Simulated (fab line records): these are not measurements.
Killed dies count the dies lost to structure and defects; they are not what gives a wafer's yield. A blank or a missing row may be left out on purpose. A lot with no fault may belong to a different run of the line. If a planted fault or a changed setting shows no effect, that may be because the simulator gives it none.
Which tool is to blame? / flow nand-harc / Sampling: 12 lots, 36 wafers, 5 of 1302 route steps

## WHAT EACH GAUGE READ, for each wafer
NHARC_END_SORT_01. Usual: defect-limited-yield is 90.8 % with standard deviation 2.2, killed-at-array is 58 with standard deviation 15, killed-at-other is 0.8 with standard deviation 1.2, killed-at-periphery is 3.5 with standard deviation 2.5, killed-dies is 62 with standard deviation 15, killed-open is 3.2 with standard deviation 1.7, and killed-short is 2.4 with standard deviation 1.5.
lot=L895; measured=day 25 19:49; on=prober-01; defect-limited-yield (%)=92.6 92.5 90.8; killed-at-array=43 48 58; killed-at-other=1 0 1; killed-at-periphery=6 3 3; killed-dies=50 51 62; killed-open=4 5 2; killed-short=2 2 4; flag=

## WHAT TOOL EACH LOT RAN ON (gives the tool, then ch and the chambers of the sampled wafers, and finally the start)
lot=L891; NHARC_A_BLC_ETCH_17=rie-diel-01 ch 1,2, day 22 23:11 or earlier; NHARC_A_BLC_DEGAS_30=pvd-sputter-02, day 22 23:11; NHARC_A_M0_PRE_CLEAN_29=pvd-sputter-02, day 24 02:19 or earlier; NHARC_THIN_TSV_ETCHBACK_48=rie-diel-05 ch 2,3, day 24 02:19
lot=L893; NHARC_A_BLC_ETCH_17=rie-diel-01 ch 0,1,3, day 23 11:53 or earlier; NHARC_A_BLC_DEGAS_30=pvd-sputter-02, day 23 11:53; NHARC_A_M0_PRE_CLEAN_29=pvd-sputter-02, day 24 16:37 or earlier; NHARC_THIN_TSV_ETCHBACK_48=rie-diel-01 ch 1,2,3, day 24 16:37
lot=L895; NHARC_A_BLC_ETCH_17=rie-diel-01 ch 2,3, day 24 01:10 or earlier; NHARC_A_BLC_DEGAS_30=pvd-sputter-01, day 24 01:10; NHARC_A_M0_PRE_CLEAN_29=pvd-sputter-02, day 25 07:38 or earlier; NHARC_THIN_TSV_ETCHBACK_48=rie-diel-01 ch 0,1,2, day 25 07:38
lot=L894; NHARC_A_BLC_ETCH_17=rie-diel-02 ch 2,3, day 24 01:59 or earlier; NHARC_A_BLC_DEGAS_30=pvd-sputter-03, day 24 01:59; NHARC_A_M0_PRE_CLEAN_29=pvd-sputter-02, day 25 06:36 or earlier; NHARC_THIN_TSV_ETCHBACK_48=rie-diel-13 ch 1,3, day 25 06:36
lot=L896; NHARC_A_BLC_ETCH_17=rie-diel-04 ch 0,2,3, day 25 12:34 or earlier; NHARC_A_BLC_DEGAS_30=pvd-sputter-03, day 25 12:34; NHARC_A_M0_PRE_CLEAN_29=pvd-sputter-03, day 26 17:48 or earlier; NHARC_THIN_TSV_ETCHBACK_48=rie-diel-01 ch 0,2,3, day 26 17:48
lot=L900; NHARC_A_BLC_ETCH_17=rie-diel-01 ch 0,1,3, day 26 07:59 or earlier; NHARC_A_BLC_DEGAS_30=pvd-sputter-03, day 26 07:59; NHARC_A_M0_PRE_CLEAN_29=pvd-sputter-03, day 27 17:22 or earlier; NHARC_THIN_TSV_ETCHBACK_48=rie-diel-01 ch 0,1,3, day 27 17:22
lot=L902; NHARC_A_BLC_ETCH_17=rie-diel-01 ch 0,1, day 26 12:16 or earlier; NHARC_A_BLC_DEGAS_30=pvd-sputter-02, day 26 12:16; NHARC_A_M0_PRE_CLEAN_29=pvd-sputter-01, day 27 16:22 or earlier; NHARC_THIN_TSV_ETCHBACK_48=rie-diel-05 ch 2,3, day 27 16:22
lot=L906; NHARC_A_BLC_ETCH_17=rie-diel-01 ch 0,1,3, day 29 13:23 or earlier; NHARC_A_BLC_DEGAS_30=pvd-sputter-03, day 29 13:23; NHARC_A_M0_PRE_CLEAN_29=pvd-sputter-03, day 30 16:01 or earlier; NHARC_THIN_TSV_ETCHBACK_48=rie-diel-13 ch 1,2, day 30 16:01
lot=L907; NHARC_A_BLC_ETCH_17=rie-diel-02 ch 0,1,2, day 29 20:14 or earlier; NHARC_A_BLC_DEGAS_30=pvd-sputter-01, day 29 20:14; NHARC_A_M0_PRE_CLEAN_29=pvd-sputter-03, day 31 00:43 or earlier; NHARC_THIN_TSV_ETCHBACK_48=rie-diel-13 ch 0,2, day 31 00:43
lot=L911; NHARC_A_BLC_ETCH_17=rie-diel-01 ch 1,2, day 31 03:58 or earlier; NHARC_A_BLC_DEGAS_30=pvd-sputter-03, day 31 03:58; NHARC_A_M0_PRE_CLEAN_29=pvd-sputter-02, day 32 15:49 or earlier; NHARC_THIN_TSV_ETCHBACK_48=rie-diel-05 ch 1,2,3, day 32 15:49
lot=L913; NHARC_A_BLC_ETCH_17=rie-diel-01 ch 0,1,2, day 32 01:34 or earlier; NHARC_A_BLC_DEGAS_30=pvd-sputter-02, day 32 01:34; NHARC_A_M0_PRE_CLEAN_29=pvd-sputter-02, day 33 05:53 or earlier; NHARC_THIN_TSV_ETCHBACK_48=rie-diel-01 ch 0,1,3, day 33 05:53
lot=L912; NHARC_A_BLC_ETCH_17=rie-diel-01 ch 1,2,3, day 33 12:52 or earlier; NHARC_A_BLC_DEGAS_30=pvd-sputter-01, day 33 12:52; NHARC_A_M0_PRE_CLEAN_29=pvd-sputter-01, day 34 18:28 or earlier; NHARC_THIN_TSV_ETCHBACK_48=rie-diel-13 ch 0,2, day 34 18:28
- NHARC_A_BLC_ETCH_17: etches the open film in N2/H2, target depth 390 nm, time 609.38 s.
- NHARC_A_BLC_DEGAS_30: time 60 s.
- NHARC_A_M0_PRE_CLEAN_29: time 30 s.
- NHARC_THIN_TSV_ETCHBACK_48: etches the open film in C4F8/Ar, target depth 1028.5 nm, time 405.17 s.

## AS READ BY THE TOOLS THEMSELVES (means over the sampled wafers that have a number; for cases with no such wafer, the mark the record gives instead)
NHARC_A_BLC_ETCH_17. Usual: drypump-motor-current-A 5.96 A, standard deviation 0.27; oes-product-au 1.001 a.u., standard deviation 0.0067; rf-vpp-V 430.5 V, standard deviation 2; showerhead-plenum-p-Torr 2.04 Torr, standard deviation 0.07; throttle-valve-pct 14.171 %, standard deviation 0.009.
lot=L891; tool=rie-diel-01; drypump-motor-current-A (A)=6.13; oes-product-au (a.u.)=1.009; rf-vpp-V (V)=431.3; showerhead-plenum-p-Torr (Torr)=2.07; throttle-valve-pct (%)=14.174; flag=
lot=L893; tool=rie-diel-01; drypump-motor-current-A (A)=5.94; oes-product-au (a.u.)=0.998; rf-vpp-V (V)=429.1; showerhead-plenum-p-Torr (Torr)=2.01; throttle-valve-pct (%)=14.179; flag=
lot=L895; tool=rie-diel-01; drypump-motor-current-A (A)=6.28; oes-product-au (a.u.)=1.001; rf-vpp-V (V)=431.5; showerhead-plenum-p-Torr (Torr)=2.06; throttle-valve-pct (%)=14.168; flag=
lot=L894; tool=rie-diel-02; drypump-motor-current-A (A)=5.84; oes-product-au (a.u.)=1.009; rf-vpp-V (V)=431.1; showerhead-plenum-p-Torr (Torr)=2.07; throttle-valve-pct (%)=14.165; flag=
lot=L896; tool=rie-diel-04; drypump-motor-current-A (A)=5.81; oes-product-au (a.u.)=1.003; rf-vpp-V (V)=431.6; showerhead-plenum-p-Torr (Torr)=2.06; throttle-valve-pct (%)=14.174; flag=
lot=L900; tool=rie-diel-01; drypump-motor-current-A (A)=5.94; oes-product-au (a.u.)=0.994; rf-vpp-V (V)=429.3; showerhead-plenum-p-Torr (Torr)=2.00; throttle-valve-pct (%)=14.167; flag=
lot=L902; tool=rie-diel-01; drypump-motor-current-A (A)=5.81; oes-product-au (a.u.)=1.001; rf-vpp-V (V)=428.9; showerhead-plenum-p-Torr (Torr)=1.98; throttle-valve-pct (%)=14.167; flag=
lot=L906; tool=rie-diel-01; drypump-motor-current-A (A)=5.94; oes-product-au (a.u.)=0.999; rf-vpp-V (V)=430.9; showerhead-plenum-p-Torr (Torr)=2.00; throttle-valve-pct (%)=14.176; flag=
lot=L907; tool=rie-diel-02; drypump-motor-current-A (A)=5.72; oes-product-au (a.u.)=1.001; rf-vpp-V (V)=428.9; showerhead-plenum-p-Torr (Torr)=2.00; throttle-valve-pct (%)=14.172; flag=
lot=L911; tool=rie-diel-01; drypump-motor-current-A (A)=6.13; oes-product-au (a.u.)=0.992; rf-vpp-V (V)=431.1; showerhead-plenum-p-Torr (Torr)=2.07; throttle-valve-pct (%)=14.174; flag=
lot=L913; tool=rie-diel-01; drypump-motor-current-A (A)=5.95; oes-product-au (a.u.)=0.997; rf-vpp-V (V)=430.7; showerhead-plenum-p-Torr (Torr)=2.04; throttle-valve-pct (%)=14.173; flag=
lot=L912; tool=rie-diel-01; drypump-motor-current-A (A)=6.13; oes-product-au (a.u.)=1.002; rf-vpp-V (V)=430.6; showerhead-plenum-p-Torr (Torr)=2.03; throttle-valve-pct (%)=14.179; flag=

NHARC_A_BLC_DEGAS_30. Usual: heater-power-w reads 466 W (standard deviation 43).
lot=L891; tool=pvd-sputter-02; heater-power-w (W)=439; flag=
lot=L893; tool=pvd-sputter-02; heater-power-w (W)=428; flag=
lot=L895; tool=pvd-sputter-01; heater-power-w (W)=459; flag=
lot=L894; tool=pvd-sputter-03; heater-power-w (W)=490; flag=
lot=L896; tool=pvd-sputter-03; heater-power-w (W)=510; flag=
lot=L900; tool=pvd-sputter-03; heater-power-w (W)=490; flag=
lot=L902; tool=pvd-sputter-02; heater-power-w (W)=473; flag=
lot=L906; tool=pvd-sputter-03; heater-power-w (W)=508; flag=
lot=L907; tool=pvd-sputter-01; heater-power-w (W)=439; flag=
lot=L911; tool=pvd-sputter-03; heater-power-w (W)=456; flag=
lot=L913; tool=pvd-sputter-02; heater-power-w (W)=442; flag=
lot=L912; tool=pvd-sputter-01; heater-power-w (W)=474; flag=

NHARC_A_M0_PRE_CLEAN_29. Usual: heater-power-w reads 407 W (standard deviation 40).
lot=L891; tool=pvd-sputter-02; heater-power-w (W)=414; flag=
lot=L893; tool=pvd-sputter-02; heater-power-w (W)=375; flag=
lot=L895; tool=pvd-sputter-02; heater-power-w (W)=409; flag=
lot=L894; tool=pvd-sputter-02; heater-power-w (W)=413; flag=
lot=L896; tool=pvd-sputter-03; heater-power-w (W)=420; flag=
lot=L900; tool=pvd-sputter-03; heater-power-w (W)=415; flag=
lot=L902; tool=pvd-sputter-01; heater-power-w (W)=398; flag=
lot=L906; tool=pvd-sputter-03; heater-power-w (W)=431; flag=
lot=L907; tool=pvd-sputter-03; heater-power-w (W)=429; flag=
lot=L911; tool=pvd-sputter-02; heater-power-w (W)=381; flag=
lot=L913; tool=pvd-sputter-02; heater-power-w (W)=382; flag=
lot=L912; tool=pvd-sputter-01; heater-power-w (W)=394; flag=

NHARC_THIN_TSV_ETCHBACK_48. Usual: oes-product-au 0.95 a.u., standard deviation 0.033; rf-vpp-V 545.8 V, standard deviation 2.8.
lot=L891; tool=rie-diel-05; oes-product-au (a.u.)=0.91; rf-vpp-V (V)=546.0; flag=
lot=L893; tool=rie-diel-01; oes-product-au (a.u.)=1.00; rf-vpp-V (V)=546.7; flag=
lot=L895; tool=rie-diel-01; oes-product-au (a.u.)=0.97; rf-vpp-V (V)=547.1; flag=
lot=L894; tool=rie-diel-13; oes-product-au (a.u.)=0.98; rf-vpp-V (V)=542.9; flag=
lot=L896; tool=rie-diel-01; oes-product-au (a.u.)=0.93; rf-vpp-V (V)=548.1; flag=
lot=L900; tool=rie-diel-01; oes-product-au (a.u.)=0.92; rf-vpp-V (V)=546.4; flag=
lot=L902; tool=rie-diel-05; oes-product-au (a.u.)=0.92; rf-vpp-V (V)=546.2; flag=
lot=L906; tool=rie-diel-13; oes-product-au (a.u.)=1.00; rf-vpp-V (V)=546.2; flag=
lot=L907; tool=rie-diel-13; oes-product-au (a.u.)=1.00; rf-vpp-V (V)=545.4; flag=
lot=L911; tool=rie-diel-05; oes-product-au (a.u.)=0.92; rf-vpp-V (V)=544.8; flag=
lot=L913; tool=rie-diel-01; oes-product-au (a.u.)=0.93; rf-vpp-V (V)=546.0; flag=
lot=L912; tool=rie-diel-13; oes-product-au (a.u.)=0.93; rf-vpp-V (V)=545.6; flag=

## THE ANSWER, worked out from the rows above alone
Rule: lot off if the mean of its wafers having a number is beyond 3 standard deviations from the usual mean. Also off: a lot with no number at a reading for which 4 or more lots have one. Any other lot the step has rows for is counted as sound. After the gauges, taken in route order, come the tools' own readings; for these a lot's mean is taken, as printed above. The first step at which some lot is off is used, and at that step the reading that is off furthest; a lot without a number counts as furthest.
Nothing can be told from this: no lot is off at any reading shown.

## WHAT THE SIMULATOR HAD INSERTED
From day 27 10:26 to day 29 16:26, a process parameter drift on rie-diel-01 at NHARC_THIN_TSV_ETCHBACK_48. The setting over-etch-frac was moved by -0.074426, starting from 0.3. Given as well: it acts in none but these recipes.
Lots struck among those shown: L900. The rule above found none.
